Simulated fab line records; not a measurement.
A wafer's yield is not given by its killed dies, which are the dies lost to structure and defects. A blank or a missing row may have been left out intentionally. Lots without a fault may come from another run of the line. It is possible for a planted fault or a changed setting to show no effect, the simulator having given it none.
Matching of chambers -- flow n5-finfet -- 4 sister chambers for N5_DUMMY_GATE_ETCH_37 on rie-diel-05
The step etches SOC in N2/H2, target depth 60 nm, overetch 30 nm. 4 wafers are shown with their chamber, then 8 later ones without.

WAFERS, EACH WITH ITS CHAMBER
wafer,chamber,showerhead-plenum-p-Torr (Torr)
L090.3,3,2.44
L092.2,2,2.70
L092.5,1,2.65
L093.2,0,2.43

WAFERS WITHOUT THEIR CHAMBER
wafer,showerhead-plenum-p-Torr (Torr)
L093.3,2.69
L093.6,2.65
L095.1,2.65
L095.2,2.69
L095.6,2.65
L097.4,2.64
L097.5,2.69
L097.6,2.42

WHICH CHAMBER EACH WENT THROUGH
wafer,from the rows above,in truth
L093.3,2,2
L093.6,1,1
L095.1,1,1
L095.2,2,2
L095.6,1,1
L097.4,1,1
L097.5,2,2
L097.6,can't be placed: 0 or 3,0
Placed correctly: 7 of 8. Can't be placed from these rows: 1 (the true chamber is among the candidates in 1). Number placed wrongly: 0.
How it was worked out, from the rows above alone: a wafer's distance from a chamber is the root of the sum, over the readings, of the square of ((its reading less the chamber's mean) divided by the reading's scatter). If the next closest chamber is less than 2 further off than the closest, the wafer can't be placed; otherwise it belongs to the closest. For every chamber, the mean is computed from those of its wafers that are shown. The scatter: root of mean squared gap, hidden wafer to nearest shown wafer, with one shown wafer a chamber.
